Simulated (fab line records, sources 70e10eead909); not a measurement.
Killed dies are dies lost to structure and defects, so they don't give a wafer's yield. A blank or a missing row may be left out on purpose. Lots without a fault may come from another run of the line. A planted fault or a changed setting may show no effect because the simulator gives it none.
Which tool did it? | flow nand_harc | 6 lots, 18 wafers sampled, at 4 steps of a route of 1159

WHAT THE GAUGES READ, wafer by wafer
NHARC_END_SORT_01.
lot  | measured     | on        | killed_at_periphery
L599 | day 19 21:14 | prober-02 | 1 3 2
L602 | day 19 12:22 | prober-02 | 4 4 3
L610 | day 22 02:53 | prober-01 | 3 4 6
L611 | day 22 09:09 | prober-02 | 4 0 1
L616 | day 24 00:53 | prober-01 | 5 11 6
L621 | day 25 03:05 | prober-01 | 1 1 4

WHICH TOOL RAN EACH LOT (tool, then ch and the chambers of the sampled wafers, then the start)
lot  | NHARC_A_CHANNEL_FILL_D1_STRIP_28   | NHARC_A_CHANNEL_FILL_D1_ALD_25   | NHARC_A_CHANNEL_FILL_D1_ETCHBACK_08
L599 | rie_diel-04 ch 0,1,3, day 10 07:54 | ald_hk-01 ch 1,2,3, day 10 23:05 | rie_diel-09 ch 1,2,3, day 11 13:24 or earlier
L602 | rie_diel-09 ch 0,3, day 10 12:15   | ald_hk-04 ch 0,1,2, day 11 03:42 | rie_diel-09 ch 0,2,3, day 11 13:34 or earlier
L610 | rie_diel-09 ch 1,2, day 12 00:27   | ald_hk-04 ch 0,3, day 12 12:07   | rie_diel-03 ch 0,1,2, day 13 00:04 or earlier
L611 | rie_diel-04 ch 0,1,3, day 12 19:50 | ald_hk-01 ch 0,1,2, day 13 08:31 | rie_diel-03 ch 0,1,2, day 13 20:10 or earlier
L616 | rie_diel-03 ch 0,2,3, day 14 11:48 | ald_hk-02 ch 1,2, day 14 23:17   | rie_diel-09 ch 0,2,3, day 15 11:16 or earlier
L621 | rie_diel-04 ch 0,1,3, day 14 22:59 | ald_hk-04 ch 0,1, day 15 11:13   | rie_diel-04 ch 2,3, day 15 22:31 or earlier
- NHARC_A_CHANNEL_FILL_D1_STRIP_28: strips in O2, time 20 s.
- NHARC_A_CHANNEL_FILL_D1_ALD_25: deposits SiOx, target thk 60 nm, pulse time 10 s, ald cycles 600.
- NHARC_A_CHANNEL_FILL_D1_ETCHBACK_08: etches the open film in C4F8, target depth 220 nm, time 110 s.

THE ANSWER, worked out from the rows above alone
Rule: what is usual is taken from the lots themselves. Put in order of their means at a reading, lots are off if they are a third of the lots or fewer, leave a main group of 4 or more, and stand apart from it by a gap of 3 or more times the standard deviation of the main group's means; of several such gaps the widest counts. A main group whose means are all the same, to the digits that the tables above print for the reading, isn't used. A lot without any number at a reading at which 4 lots or more have one is off too. The other lots that the step has rows for count as sound.
No lot is off at any reading shown: from this, nothing can be told.

WHAT THE SIMULATOR HAD PUT IN
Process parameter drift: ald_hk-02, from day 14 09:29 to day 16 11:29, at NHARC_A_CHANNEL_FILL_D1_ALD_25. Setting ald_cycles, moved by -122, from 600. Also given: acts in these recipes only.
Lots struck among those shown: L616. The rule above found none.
